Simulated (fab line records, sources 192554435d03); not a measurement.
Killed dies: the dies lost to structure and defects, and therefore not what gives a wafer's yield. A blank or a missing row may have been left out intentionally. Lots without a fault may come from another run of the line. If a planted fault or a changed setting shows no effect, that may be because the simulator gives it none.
Matching of chambers | flow n5-finfet | N5_BEOL_M3_ETCH_69 on rie-diel-06: 4 sister chambers
The step etches SiARC in CF4, target depth 15.6 nm, time 26 s. 18 wafers are shown with their chamber, then 9 later ones without.

EACH WAFER AND ITS CHAMBER
wafer  | chamber | drypump-motor-current-A (A) | showerhead-plenum-p-Torr (Torr) | throttle-valve-pct (%)
L075.3 | 1       | 5.5                         | 2.06                            | 15.59
L075.5 | 2       | 6.5                         | 2.15                            | 15.73
L075.6 | 1       | 5.5                         | 2.05                            | 15.61
L077.1 | 2       | 6.5                         | 2.15                            | 15.73
L077.4 | 3       | 6.6                         | 2.08                            | 15.56
L077.6 | 3       | 6.6                         | 2.08                            | 15.57
L076.1 | 1       | 5.5                         | 2.05                            | 15.61
L076.4 | 3       | 6.5                         | 2.08                            | 15.56
L076.5 | 3       | 6.5                         | 2.08                            | 15.56
L078.1 | 0       | 5.7                         | 2.18                            | 15.27
L078.2 | 2       | 6.5                         | 2.15                            | 15.73
L078.3 | 1       | 5.5                         | 2.05                            | 15.60
L080.1 | 2       | 6.5                         | 2.15                            | 15.73
L080.2 | 3       | 6.6                         | 2.08                            | 15.57
L080.6 | 1       | 5.5                         | 2.05                            | 15.60
L082.3 | 3       | 6.5                         | 2.08                            | 15.59
L082.4 | 2       | 6.5                         | 2.14                            | 15.75
L082.5 | 1       | 5.5                         | 2.05                            | 15.63

SIGNATURES, as means of the wafers listed above
reading                  | chamber 0 | chamber 1 | chamber 2 | chamber 3 | scatter within a chamber
drypump-motor-current-A  | 5.700     | 5.500     | 6.500     | 6.550     | 0.0327
showerhead-plenum-p-Torr | 2.1800    | 2.0517    | 2.1480    | 2.0800    | 0.00342
throttle-valve-pct       | 15.2700   | 15.6067   | 15.7340   | 15.5683   | 0.0118
Rule: a wafer lies at a distance from a chamber equal to the root of the sum of squares, over the readings, of (its reading less the chamber's mean, divided by the reading's scatter). The wafer belongs to the nearest chamber; if the next one is less than 2 further off, it can't be placed. How the scatter is found: for the shown wafers, subtract from each reading the mean of its chamber, square and add these, divide the total by (wafers less chambers), then take the root.

WAFERS WITHOUT THEIR CHAMBER
wafer  | drypump-motor-current-A (A) | showerhead-plenum-p-Torr (Torr) | throttle-valve-pct (%)
L085.2 | 5.5                         | 2.05                            | 15.64
L085.4 | 6.5                         | 2.14                            | 15.76
L085.5 | 6.5                         | 2.14                            | 15.76
L091.1 | 6.5                         | 2.14                            | 15.80
L091.2 | 6.6                         | 2.07                            | 15.63
L091.5 | 5.5                         | 2.04                            | 15.67
L093.1 | 5.7                         | 2.17                            | 15.32
L093.2 | 6.5                         | 2.07                            | 15.61
L093.5 | 6.6                         | 2.07                            | 15.60

EACH ONE'S CHAMBER
wafer  | from the rows above | in truth
L085.2 | 1                   | 1
L085.4 | 2                   | 2
L085.5 | 2                   | 2
L091.1 | 2                   | 2
L091.2 | 3                   | 3
L091.5 | 1                   | 1
L093.1 | 0                   | 0
L093.2 | 3                   | 3
L093.5 | 3                   | 3
Correctly placed: 9 of 9. Left unplaced by these rows: 0. Wrongly placed: 0.
